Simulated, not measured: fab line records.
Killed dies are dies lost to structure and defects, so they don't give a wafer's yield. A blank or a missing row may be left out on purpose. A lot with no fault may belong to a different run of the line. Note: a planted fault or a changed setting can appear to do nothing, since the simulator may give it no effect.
Split-lot experiment | flow n5 finfet | route with 1938 steps; 7 lots, 21 wafers read

THE SPLIT ITSELF
At N5_PASSIVATION_ETCH_54 (etches SiO2 in CHF3/O2, target depth 880 nm, time 440 s), the setting bias w was moved away from the recipe's 170 W on 10 of the 21 wafers read, by -17.7% to +12.8%. The other wafers ran this setting at the recipe's value.

Reading taken at the split's own step.

THE READING
rf vpp V, in V, at N5_PASSIVATION_ETCH_54 (etches SiO2 in CHF3/O2, target depth 880 nm, time 440 s). Fault-free wafers of this fab line usually give 526 V, standard deviation 15 V.

wafer  | tool, chamber at the split | bias w as run, W | against the recipe | rf vpp V, V | against lot-mates on the recipe
L074.2 | rie diel-05, 3             | 170              | recipe             | 501         | -
L074.3 | rie diel-05, 2             | 170              | recipe             | 526         | -
L074.5 | rie diel-05, 2             | 170              | recipe             | 527         | -
L077.2 | rie diel-04, 0             | 170              | recipe             | 531         | -
L077.3 | rie diel-04, 2             | 191.7            | +12.8%             | 560         | +29
L077.5 | rie diel-04, 2             | 191.7            | +12.8%             | 559         | +28
L087.1 | rie diel-04, 3             | 144.4            | -15.1%             | 487         | -43
L087.2 | rie diel-04, 1             | 144.4            | -15.1%             | 474         | -56
L087.4 | rie diel-04, 0             | 170              | recipe             | 530         | -
L088.1 | rie diel-01, 2             | 170              | recipe             | 509         | -
L088.3 | rie diel-01, 3             | 170              | recipe             | 526         | -
L088.5 | rie diel-01, 2             | 170              | recipe             | 510         | -
L093.4 | rie diel-05, 0             | 139.9            | -17.7%             | 452         | -76
L093.5 | rie diel-05, 1             | 170              | recipe             | 528         | -
L093.6 | rie diel-05, 2             | 139.9            | -17.7%             | 449         | -79
L095.2 | rie diel-05, 3             | 142.8            | -16.0%             | 443         | -88
L095.3 | rie diel-05, 1             | 142.8            | -16.0%             | 459         | -72
L095.4 | rie diel-05, 0             | 170              | recipe             | 531         | -
L096.1 | rie diel-04, 3             | 170              | recipe             | 556         | -
L096.2 | rie diel-04, 1             | 154.5            | -9.1%              | 501         | -55
L096.4 | rie diel-04, 2             | 154.5            | -9.1%              | 478         | -78

FIT RESULTS
A straight line over all 21 wafers: rf vpp V changes by +3.66 V for each +1% of bias w; r = +0.93; the points scatter about the line by 14 V.
The same after taking each lot's own level away (the mean of its wafers on the recipe; 21 wafers): +3.91 V for each +1%; r = +0.93; scatter 14 V.
On that fit, the largest move of bias w shifts the reading by 69 V.
The lots' own levels span 515.0 to 556.0 V, that is 2.7 times the standard deviation above.
Hence the lot-to-lot level has little effect on the slope; both slopes agree.
Check: for one of the wafers moved furthest among these (-17.7%), held out of the fit, the line's prediction against its lot-mates is -75.7 V. Against them it came out at -76 V.
Tool readings at the split's step, against how far the setting was moved: rf vpp V r = +0.93.

THE OTHER SPLITS THESE WAFERS WENT THROUGH
Before the reading, these wafers also passed through other splits. Each is held against what the fit with the lots' levels taken away leaves over:
other split on the same wafers    | wafers away from the commonest value | r with rf vpp V (lot level and that fit taken away)
N5_BEOL_M13_TRENCH_ETCH_34 time s | 7                                    | +0.12
N5_BEOL_M14_ETCH_68 time s        | 9                                    | +0.05
N5_BEOL_M15_SPUTTER_43 power w    | 9                                    | +0.46
N5_BEOL_M15_SPUTTER_44 time s     | 7                                    | -0.11

THE FILE'S OWN FIT
rf vpp V changes by +4.18 V for each +1% of bias w, r = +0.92.
